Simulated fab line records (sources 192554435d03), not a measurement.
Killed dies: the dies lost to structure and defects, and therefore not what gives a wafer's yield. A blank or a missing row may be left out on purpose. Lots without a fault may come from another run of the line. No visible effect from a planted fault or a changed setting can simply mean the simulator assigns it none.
Matching of chambers    flow n5Finfet    N5_MOL_CONTACT_COAG_ETCH_65 on rieDiel-04 has 4 sister chambers
The step etches underlayer in N2/H2, target depth 13 nm, time 10.4 s. 20 wafers are shown with their chamber, then 10 later ones without.

== WAFERS, EACH WITH ITS CHAMBER ==
wafer   chamber  showerheadPlenumPTorr (Torr)  drypumpMotorCurrentA (A)  oesProductAu (a.u.)
L079.2  3        2.54                          6.3                       0.66
L079.4  1        2.62                          6.4                       0.59
L079.5  3        2.54                          6.3                       0.66
L083.3  2        2.55                          6.1                       0.65
L083.4  1        2.61                          6.5                       0.59
L083.5  3        2.54                          6.3                       0.65
L084.4  0        2.62                          6.3                       0.61
L084.5  1        2.61                          6.4                       0.59
L084.6  2        2.55                          6.1                       0.65
L085.2  3        2.54                          6.2                       0.66
L085.4  1        2.61                          6.4                       0.58
L085.5  1        2.61                          6.4                       0.59
L086.1  3        2.53                          6.2                       0.64
L086.2  0        2.62                          6.3                       0.61
L086.6  1        2.61                          6.5                       0.58
L088.1  2        2.55                          6.1                       0.63
L088.4  1        2.61                          6.5                       0.58
L088.5  3        2.53                          6.2                       0.64
L089.1  0        2.62                          6.3                       0.60
L089.3  2        2.54                          6.0                       0.63

SIGNATURES (averages over the wafers above)
reading                chamber 0  chamber 1  chamber 2  chamber 3  scatter within a chamber
showerheadPlenumPTorr  2.6200     2.6114     2.5475     2.5367     0.00429
drypumpMotorCurrentA   6.300      6.443      6.075      6.250      0.0498
oesProductAu           0.6067     0.5857     0.6400     0.6517     0.00837
Rule: for each reading, subtract the chamber's mean from the wafer's reading, divide by that reading's scatter and square the result; add these up over the readings and take the root, which gives the wafer's distance from the chamber. If the next closest chamber is less than 2 further off than the closest, the wafer can't be placed; otherwise it belongs to the closest. The scatter: the root of (the sum of the squares of (reading less its chamber's mean) over the shown wafers, divided by (wafers less chambers)).

== WAFERS WITH NO CHAMBER GIVEN ==
wafer   showerheadPlenumPTorr (Torr)  drypumpMotorCurrentA (A)  oesProductAu (a.u.)
L089.6  2.53                          6.2                       0.65
L095.1  2.54                          6.1                       0.63
L095.4  2.61                          6.5                       0.83
L095.5  2.61                          6.4                       0.83
L097.2  2.61                          6.3                       0.59
L097.3  2.54                          6.1                       0.63
L097.6  2.61                          6.3                       0.59
L096.3  2.60                          6.4                       0.82
L096.4  2.54                          6.1                       0.62
L096.6  2.61                          6.3                       0.59

== EACH ONE'S CHAMBER ==
wafer   from the rows above           in truth
L089.6  3                             3
L095.1  can't be placed: 2 or 3       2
L095.4  can't be placed: 0 or 3 or 2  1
L095.5  can't be placed: 0 or 3 or 2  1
L097.2  can't be placed: 1 or 0       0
L097.3  can't be placed: 2 or 3       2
L097.6  can't be placed: 1 or 0       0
L096.3  can't be placed: 3 or 2 or 0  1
L096.4  can't be placed: 2 or 3       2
L096.6  can't be placed: 1 or 0       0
1 of 10 placed correctly. From these rows, 9 cannot be placed; in 6 the true chamber is one of the candidates. Placed wrongly: 0.
